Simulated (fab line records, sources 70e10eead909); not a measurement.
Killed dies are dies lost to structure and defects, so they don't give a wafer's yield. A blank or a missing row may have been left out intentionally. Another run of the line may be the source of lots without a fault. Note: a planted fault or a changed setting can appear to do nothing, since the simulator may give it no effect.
Which tool did it? :: flow nand harc :: Sampling: 15 lots, 42 wafers, 4 of 1302 route steps

== WHAT THE GAUGES READ, wafer by wafer ==
NHARC_A_ONON_D2_THK_MEAS_02: measures by ellipsometry.
lot: L156
measured: day 12 15:50
on: film metro-01
thk nm (nm): 1005 1004 1004

lot: L157
measured: day 12 21:22
on: film metro-02
thk nm (nm): 995 997 994

lot: L158
measured: day 12 21:23
on: film metro-01
thk nm (nm): 998 1000 999

lot: L160
measured: day 13 20:23
on: film metro-02
thk nm (nm): 988 987 986

lot: L159
measured: day 13 20:31
on: film metro-02
thk nm (nm): 1011 1012 1010

lot: L161
measured: day 14 13:18
on: film metro-02
thk nm (nm): 1008 1008 1009

lot: L163
measured: day 15 06:58
on: film metro-02
thk nm (nm): 990 991 991

lot: L162
measured: day 15 06:59
on: film metro-02
thk nm (nm): 1010 1011 1011

lot: L165
measured: day 16 04:28
on: film metro-02
thk nm (nm): 1079 1078

lot: L166
measured: day 17 05:43
on: film metro-02
thk nm (nm): 1083 1084

lot: L167
measured: day 17 06:15
on: film metro-02
thk nm (nm): 1010 1088

lot: L175
measured: day 20 12:02
on: film metro-02
thk nm (nm): 994 994 994

lot: L176
measured: day 20 12:04
on: film metro-02
thk nm (nm): 1002 1001 1004

lot: L178
measured: day 22 01:34
on: film metro-02
thk nm (nm): 1018 1019 1018

lot: L177
measured: day 22 01:36
on: film metro-02
thk nm (nm): 1012 1010 1013

== TOOL THAT RAN EACH LOT (tool first, then ch and the chambers of the sampled wafers, then the start) ==
lot: L156
NHARC_A_CHANNEL_FILL_D1_STRIP_28: rie diel-10 ch 0,1,3, day 10 00:22
NHARC_A_DECK1_JOINT_CMP_13: cmp-01 ch 1,2,3, day 11 11:06
NHARC_A_ONON_D2_DEP_00: pecvd onon-02 ch 0, day 12 15:19

lot: L157
NHARC_A_CHANNEL_FILL_D1_STRIP_28: rie diel-02 ch 0,2, day 10 10:04
NHARC_A_DECK1_JOINT_CMP_13: cmp-02 ch 1,3, day 11 20:50
NHARC_A_ONON_D2_DEP_00: pecvd onon-02 ch 0, day 12 20:52

lot: L158
NHARC_A_CHANNEL_FILL_D1_STRIP_28: rie diel-09 ch 2,3, day 10 10:08
NHARC_A_DECK1_JOINT_CMP_13: cmp-01 ch 0,3, day 11 20:50
NHARC_A_ONON_D2_DEP_00: pecvd onon-03 ch 0, day 12 20:59

lot: L160
NHARC_A_CHANNEL_FILL_D1_STRIP_28: rie diel-09 ch 1,2,3, day 11 06:59
NHARC_A_DECK1_JOINT_CMP_13: cmp-02 ch 0,2,3, day 12 16:52
NHARC_A_ONON_D2_DEP_00: pecvd onon-03 ch 0, day 13 19:52

lot: L159
NHARC_A_CHANNEL_FILL_D1_STRIP_28: rie diel-02 ch 0,2,3, day 11 07:00
NHARC_A_DECK1_JOINT_CMP_13: cmp-03 ch 0,2,3, day 12 16:55
NHARC_A_ONON_D2_DEP_00: pecvd onon-02 ch 0, day 13 20:10

lot: L161
NHARC_A_CHANNEL_FILL_D1_STRIP_28: rie diel-10 ch 1,2,3, day 11 20:50
NHARC_A_DECK1_JOINT_CMP_13: cmp-02 ch 1,2,3, day 13 06:50
NHARC_A_ONON_D2_DEP_00: pecvd onon-03 ch 0, day 14 12:55

lot: L163
NHARC_A_CHANNEL_FILL_D1_STRIP_28: rie diel-09 ch 0,3, day 12 21:32
NHARC_A_DECK1_JOINT_CMP_13: cmp-02 ch 0,2, day 14 07:14
NHARC_A_ONON_D2_DEP_00: pecvd onon-03 ch 0, day 15 06:28

lot: L162
NHARC_A_CHANNEL_FILL_D1_STRIP_28: rie diel-02 ch 0,2,3, day 12 21:34
NHARC_A_DECK1_JOINT_CMP_13: cmp-03 ch 0,1, day 14 07:12
NHARC_A_ONON_D2_DEP_00: pecvd onon-01 ch 0, day 15 06:35

lot: L165
NHARC_A_CHANNEL_FILL_D1_STRIP_28: rie diel-09 ch 1,2, day 13 20:04
NHARC_A_DECK1_JOINT_CMP_13: cmp-03 ch 0,1, day 15 05:58
NHARC_A_ONON_D2_DEP_00: pecvd onon-03 ch 0, day 16 04:11

lot: L166
NHARC_A_CHANNEL_FILL_D1_STRIP_28: rie diel-10 ch 2,3, day 14 09:53
NHARC_A_DECK1_JOINT_CMP_13: cmp-01 ch 0,3, day 15 22:34
NHARC_A_ONON_D2_DEP_00: pecvd onon-03 ch 0, day 17 05:26

lot: L167
NHARC_A_CHANNEL_FILL_D1_STRIP_28: rie diel-09 ch 3, day 14 21:20
NHARC_A_DECK1_JOINT_CMP_13: cmp-02 ch 0,2, day 16 07:34
NHARC_A_ONON_D2_DEP_00: pecvd onon-03 ch 0, day 17 05:51

lot: L175
NHARC_A_CHANNEL_FILL_D1_STRIP_28: rie diel-09 ch 1,2, day 17 20:15
NHARC_A_DECK1_JOINT_CMP_13: cmp-03 ch 1,3, day 19 11:45
NHARC_A_ONON_D2_DEP_00: pecvd onon-03 ch 0, day 20 11:35

lot: L176
NHARC_A_CHANNEL_FILL_D1_STRIP_28: rie diel-02 ch 1,3, day 17 20:16
NHARC_A_DECK1_JOINT_CMP_13: cmp-02 ch 1,2, day 19 11:45
NHARC_A_ONON_D2_DEP_00: pecvd onon-02 ch 0, day 20 11:40

lot: L178
NHARC_A_CHANNEL_FILL_D1_STRIP_28: rie diel-10 ch 0,1,2, day 19 06:29
NHARC_A_DECK1_JOINT_CMP_13: cmp-01 ch 2,3, day 20 17:24
NHARC_A_ONON_D2_DEP_00: pecvd onon-03 ch 0, day 22 01:03

lot: L177
NHARC_A_CHANNEL_FILL_D1_STRIP_28: rie diel-09 ch 0,1,2, day 19 06:30
NHARC_A_DECK1_JOINT_CMP_13: cmp-03 ch 0,1, day 20 17:23
NHARC_A_ONON_D2_DEP_00: pecvd onon-02 ch 0, day 22 01:13
- NHARC_A_CHANNEL_FILL_D1_STRIP_28: strips in O2, time 20 s.
- NHARC_A_DECK1_JOINT_CMP_13: polishes, target thk 51.023 nm.
- NHARC_A_ONON_D2_DEP_00: target thk 1000 nm.

== AS READ BY THE TOOLS THEMSELVES (means over the sampled wafers that have a number; for cases with no such wafer, the mark the record gives instead) ==
NHARC_A_CHANNEL_FILL_D1_STRIP_28.
lot: L156
tool: rie diel-10
drypump motor current A (A): 5.8
oes product au (a.u.): 1.005
rf vpp V (V): 57.4
showerhead plenum p Torr (Torr): 3.46
throttle valve pct (%): 17.032

lot: L157
tool: rie diel-02
drypump motor current A (A): 5.2
oes product au (a.u.): 1.011
rf vpp V (V): 58.0
showerhead plenum p Torr (Torr): 3.68
throttle valve pct (%): 17.041

lot: L158
tool: rie diel-09
drypump motor current A (A): 6.1
oes product au (a.u.): 0.998
rf vpp V (V): 57.3
showerhead plenum p Torr (Torr): 3.41
throttle valve pct (%): 17.034

lot: L160
tool: rie diel-09
drypump motor current A (A): 5.9
oes product au (a.u.): 1.002
rf vpp V (V): 57.1
showerhead plenum p Torr (Torr): 3.53
throttle valve pct (%): 17.036

lot: L159
tool: rie diel-02
drypump motor current A (A): 5.2
oes product au (a.u.): 0.997
rf vpp V (V): 56.8
showerhead plenum p Torr (Torr): 3.67
throttle valve pct (%): 17.037

lot: L161
tool: rie diel-10
drypump motor current A (A): 5.8
oes product au (a.u.): 0.999
rf vpp V (V): 57.7
showerhead plenum p Torr (Torr): 3.56
throttle valve pct (%): 17.036

lot: L163
tool: rie diel-09
drypump motor current A (A): 5.4
oes product au (a.u.): 1.007
rf vpp V (V): 57.6
showerhead plenum p Torr (Torr): 3.54
throttle valve pct (%): 17.041

lot: L162
tool: rie diel-02
drypump motor current A (A): 5.2
oes product au (a.u.): 0.992
rf vpp V (V): 57.2
showerhead plenum p Torr (Torr): 3.67
throttle valve pct (%): 17.039

lot: L165
tool: rie diel-09
drypump motor current A (A): 6.0
oes product au (a.u.): 0.994
rf vpp V (V): 56.7
showerhead plenum p Torr (Torr): 3.47
throttle valve pct (%): 17.040

lot: L166
tool: rie diel-10
drypump motor current A (A): 5.8
oes product au (a.u.): 0.996
rf vpp V (V): 57.7
showerhead plenum p Torr (Torr): 3.59
throttle valve pct (%): 17.035

lot: L167
tool: rie diel-09
drypump motor current A (A): 5.6
oes product au (a.u.): 1.003
rf vpp V (V): 57.8
showerhead plenum p Torr (Torr): 3.63
throttle valve pct (%): 17.034

lot: L175
tool: rie diel-09
drypump motor current A (A): 6.0
oes product au (a.u.): 0.996
rf vpp V (V): 57.4
showerhead plenum p Torr (Torr): 3.53
throttle valve pct (%): 17.030

lot: L176
tool: rie diel-02
drypump motor current A (A): 5.6
oes product au (a.u.): 0.988
rf vpp V (V): 57.5
showerhead plenum p Torr (Torr): 3.60
throttle valve pct (%): 17.042

lot: L178
tool: rie diel-10
drypump motor current A (A): 5.4
oes product au (a.u.): 1.004
rf vpp V (V): 57.8
showerhead plenum p Torr (Torr): 3.58
throttle valve pct (%): 17.032

lot: L177
tool: rie diel-09
drypump motor current A (A): 5.7
oes product au (a.u.): 0.989
rf vpp V (V): 57.1
showerhead plenum p Torr (Torr): 3.44
throttle valve pct (%): 17.041

NHARC_A_DECK1_JOINT_CMP_13.
lot: L156
tool: cmp-01
motor current A (A): 12.1
time to endpoint s (s): 6

lot: L157
tool: cmp-02
motor current A (A): 12.0
time to endpoint s (s): 14

lot: L158
tool: cmp-01
motor current A (A): 11.3
time to endpoint s (s): 10

lot: L160
tool: cmp-02
motor current A (A): 13.3
time to endpoint s (s): 8

lot: L159
tool: cmp-03
motor current A (A): 11.7
time to endpoint s (s): 10

lot: L161
tool: cmp-02
motor current A (A): 12.7
time to endpoint s (s): 12

lot: L163
tool: cmp-02
motor current A (A): 14.2
time to endpoint s (s): 11

lot: L162
tool: cmp-03
motor current A (A): 10.9
time to endpoint s (s): 7

lot: L165
tool: cmp-03
motor current A (A): 11.7
time to endpoint s (s): 7

lot: L166
tool: cmp-01
motor current A (A): 11.3
time to endpoint s (s): 8

lot: L167
tool: cmp-02
motor current A (A): 14.1
time to endpoint s (s): 10

lot: L175
tool: cmp-03
motor current A (A): 12.0
time to endpoint s (s): 9

lot: L176
tool: cmp-02
motor current A (A): 13.4
time to endpoint s (s): 13

lot: L178
tool: cmp-01
motor current A (A): 12.1
time to endpoint s (s): 6

lot: L177
tool: cmp-03
motor current A (A): 11.3
time to endpoint s (s): 7

== THE ANSWER, worked out from the rows above alone ==
Rule: the usual values come from the lots themselves. The widest of any qualifying gaps counts: lots, ordered by their means at a reading, are off when they make up no more than a third of the lots, leave a main group of 4 or more, and stand apart from it by 3 or more times the standard deviation of that group's means. If all means in a main group match to the digits the tables above print for the reading, that group is not used. Also off: a lot with no number at a reading for which 4 or more lots have one. All remaining lots with rows at the step are treated as sound. After the gauges, taken in route order, come the tools' own readings; for these a lot's mean is taken, as printed above. At the first step where some lot is off, the reading lying furthest off is the one used; lots without a number count as furthest.
Off at NHARC_A_ONON_D2_THK_MEAS_02 (thk nm): L165, L166, L167. Mean 1003 nm and standard deviation 9.2 in the main group.
A tool fits if, at a process step before that reading, it ran every lot that is off, and no sound lot after the first of them. The gauges at NHARC_A_ONON_D2_THK_MEAS_02 are tried like those tools. Of those tried, none fits.

== WHAT THE SIMULATOR HAD INSERTED ==
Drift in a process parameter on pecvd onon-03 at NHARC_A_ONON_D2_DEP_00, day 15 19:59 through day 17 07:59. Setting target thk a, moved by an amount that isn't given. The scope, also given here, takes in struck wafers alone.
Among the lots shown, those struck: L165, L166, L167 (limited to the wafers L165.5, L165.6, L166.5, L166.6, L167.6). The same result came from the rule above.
